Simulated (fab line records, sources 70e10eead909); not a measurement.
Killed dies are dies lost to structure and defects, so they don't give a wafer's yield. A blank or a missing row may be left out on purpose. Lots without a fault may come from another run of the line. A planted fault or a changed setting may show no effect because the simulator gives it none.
Which tool did it? | flow nand_harc | 13 lots, 37 wafers sampled, at 6 steps of a route of 1302

WHAT THE GAUGES READ, wafer by wafer
NHARC_A_SOURCE_PLATE_INSPECT_08.
lot  | measured     | on                | raw_defect_count
L796 | day 8 04:24  | defect_inspect-01 | 35 42 37
L798 | day 8 21:55  | defect_inspect-02 | 45 25 50
L800 | day 9 09:37  | defect_inspect-02 | 93 68 53
L804 | day 11 04:17 | defect_inspect-01 | 23 62
L806 | day 12 05:13 | defect_inspect-01 | 23 30
L810 | day 13 14:17 | defect_inspect-02 | 132 53 67
L811 | day 13 20:49 | defect_inspect-02 | 44 64 26
L812 | day 14 14:01 | defect_inspect-02 | 69 76 40
L813 | day 14 20:20 | defect_inspect-02 | 77 87 77
L814 | day 15 17:46 | defect_inspect-02 | 52 65 60
L816 | day 15 23:23 | defect_inspect-01 | 61 62 60
L817 | day 16 18:53 | defect_inspect-02 | 125 79 92
L818 | day 16 18:53 | defect_inspect-02 | 47 34 36

NHARC_A_ONON_D1_THK_MEAS_05: measures by ellipsometry.
lot  | measured     | on            | thk_nm (nm)
L796 | day 8 05:32  | film_metro-01 | 991 991 993
L798 | day 8 23:02  | film_metro-02 | 1009 1010 1010
L800 | day 9 10:45  | film_metro-02 | 994 994 995
L804 | day 11 05:26 | film_metro-01 | 1004 1005
L806 | day 12 06:21 | film_metro-01 | 1017 1020
L810 | day 13 15:25 | film_metro-02 | 999 998 998
L811 | day 13 21:58 | film_metro-02 | 1008 1007 1006
L812 | day 14 15:09 | film_metro-01 | 989 988 989
L813 | day 14 21:29 | film_metro-02 | 1010 1009 1011
L814 | day 15 18:55 | film_metro-02 | 994 996 996
L816 | day 16 00:32 | film_metro-02 | 981 980 981
L817 | day 16 20:01 | film_metro-01 | 1013 1015 1013
L818 | day 16 20:02 | film_metro-01 | 996 995 996

NHARC_A_ONON_D1_THK_MEAS_14: measures by ellipsometry.
lot  | measured     | on            | thk_nm (nm)
L796 | day 8 07:14  | film_metro-01 | 999 1000 999
L798 | day 9 00:44  | film_metro-01 | 1007 1008 1008
L800 | day 9 12:28  | film_metro-01 | 995 996 995
L804 | day 11 07:07 | film_metro-01 | 653 985
L806 | day 12 08:04 | film_metro-02 | 1014 679
L810 | day 13 17:07 | film_metro-02 | 999 999 999
L811 | day 13 23:40 | film_metro-02 | 1008 1010 1010
L812 | day 14 16:52 | film_metro-01 | 989 988 991
L813 | day 14 23:11 | film_metro-02 | 1003 1004 1004
L814 | day 15 20:36 | film_metro-02 | 1016 1017 1016
L816 | day 16 02:14 | film_metro-01 | 1011 1012 1012
L817 | day 16 21:44 | film_metro-01 | 999 999 1000
L818 | day 16 21:44 | film_metro-01 | 1013 1010 1013

NHARC_END_SORT_01.
lot  | measured     | on        | killed_at_array | killed_at_other | killed_at_periphery | killed_dies | killed_open | killed_short
L804 | day 27 16:24 | prober-01 | 670 88          | 0 1             | 7 4                 | 677 93      | 1 5         | 3 7
L806 | day 28 17:34 | prober-01 | 39 674          | 2 0             | 6 3                 | 47 677      | 2 2         | 2 1

WHICH TOOL RAN EACH LOT (tool, then ch and the chambers of the sampled wafers, then the start)
lot  | NHARC_A_ZERO_WELL_ETCH_13        | NHARC_A_ONON_D1_DEP_12
L796 | rie_si-03 ch 0,2, day 7 04:46    | pecvd_onon-02 ch 0, day 8 06:44
L798 | rie_si-03 ch 0,1,2, day 8 00:20  | pecvd_onon-04 ch 0, day 9 00:14
L800 | rie_si-03 ch 0,1, day 8 13:13    | pecvd_onon-03 ch 0, day 9 12:00
L804 | rie_si-04 ch 3, day 10 07:18     | pecvd_onon-02 ch 0, day 11 06:40
L806 | rie_si-03 ch 2, day 11 07:49     | pecvd_onon-02 ch 0, day 12 07:43
L810 | rie_si-03 ch 0,1,3, day 12 18:16 | pecvd_onon-04 ch 0, day 13 16:36
L811 | rie_si-04 ch 0,1,3, day 12 22:29 | pecvd_onon-04 ch 0, day 13 23:09
L812 | rie_si-04 ch 1,2,3, day 13 13:49 | pecvd_onon-02 ch 0, day 14 16:20
L813 | rie_si-04 ch 1,2, day 13 23:49   | pecvd_onon-04 ch 0, day 14 22:47
L814 | rie_si-04 ch 0,1, day 14 20:44   | pecvd_onon-04 ch 0, day 15 20:05
L816 | rie_si-05 ch 0,2,3, day 15 04:37 | pecvd_onon-03 ch 0, day 16 01:43
L817 | rie_si-04 ch 0,1,3, day 15 19:41 | pecvd_onon-04 ch 0, day 16 21:14
L818 | rie_si-04 ch 1,2,3, day 16 00:16 | pecvd_onon-02 ch 0, day 16 21:17
- NHARC_A_ZERO_WELL_ETCH_13: etches the open film in HBr/Cl2, target depth 120 nm, time 40.1 s.
- NHARC_A_ONON_D1_DEP_12: target thk 1000 nm.

WHAT THE TOOLS THEMSELVES READ (means of the sampled wafers that have a number; where no wafer has one, the mark that the record gives instead)
NHARC_A_ZERO_WELL_ETCH_13.
lot  | tool      | drypump_motor_current_A (A) | hbr_flow_sccm (sccm) | oes_product_au (a.u.) | throttle_valve_pct (%)
L796 | rie_si-03 | 5.8                         | 149.5                | 0.991                 | 26.415
L798 | rie_si-03 | 5.7                         | 150.1                | 0.999                 | 26.399
L800 | rie_si-03 | 5.4                         | 150.6                | 1.007                 | 26.410
L804 | rie_si-04 | 5.6                         | 149.7                | 0.998                 | 26.398
L806 | rie_si-03 | 6.0                         | 150.2                | 0.982                 | 26.401
L810 | rie_si-03 | 5.3                         | 150.0                | 1.000                 | 26.403
L811 | rie_si-04 | 5.8                         | 149.8                | 1.001                 | 26.403
L812 | rie_si-04 | 5.5                         | 150.0                | 0.996                 | 26.390
L813 | rie_si-04 | 5.4                         | 149.8                | 0.993                 | 26.405
L814 | rie_si-04 | 5.7                         | 149.6                | 0.996                 | 26.395
L816 | rie_si-05 | 5.6                         | 150.1                | 1.009                 | 26.405
L817 | rie_si-04 | 5.8                         | 149.9                | 0.995                 | 26.402
L818 | rie_si-04 | 5.4                         | 149.9                | 1.016                 | 26.402

NHARC_A_ONON_D1_DEP_12.
lot  | tool          | n2_flow_sccm (sccm)
L796 | pecvd_onon-02 | 2746
L798 | pecvd_onon-04 | 2766
L800 | pecvd_onon-03 | 2753
L804 | pecvd_onon-02 | 2754
L806 | pecvd_onon-02 | 2743
L810 | pecvd_onon-04 | 2755
L811 | pecvd_onon-04 | 2745
L812 | pecvd_onon-02 | 2746
L813 | pecvd_onon-04 | 2749
L814 | pecvd_onon-04 | 2757
L816 | pecvd_onon-03 | 2747
L817 | pecvd_onon-04 | 2752
L818 | pecvd_onon-02 | 2753

THE ANSWER, worked out from the rows above alone
Rule: what is usual is taken from the lots themselves. Put in order of their means at a reading, lots are off if they are a third of the lots or fewer, leave a main group of 4 or more, and stand apart from it by a gap of 3 or more times the standard deviation of the main group's means; of several such gaps the widest counts. A main group whose means are all the same, to the digits that the tables above print for the reading, isn't used. A lot without any number at a reading at which 4 lots or more have one is off too. The other lots that the step has rows for count as sound. The gauges are gone through in route order, then the tools' own readings, and for those a lot's mean is taken as printed above. The first step at which some lot is off is used, and at that step the reading that is off furthest; a lot without a number counts as furthest.
Off: L804, L806, at NHARC_A_ONON_D1_THK_MEAS_14 (thk_nm). The main group: mean 1004 nm, standard deviation 7.8.
A tool fits if, at a process step before that reading, it ran every lot that is off, and no sound lot after the first of them. The gauges at NHARC_A_ONON_D1_THK_MEAS_14 are tried like those tools. None of those tried fits.

WHAT THE SIMULATOR HAD PUT IN
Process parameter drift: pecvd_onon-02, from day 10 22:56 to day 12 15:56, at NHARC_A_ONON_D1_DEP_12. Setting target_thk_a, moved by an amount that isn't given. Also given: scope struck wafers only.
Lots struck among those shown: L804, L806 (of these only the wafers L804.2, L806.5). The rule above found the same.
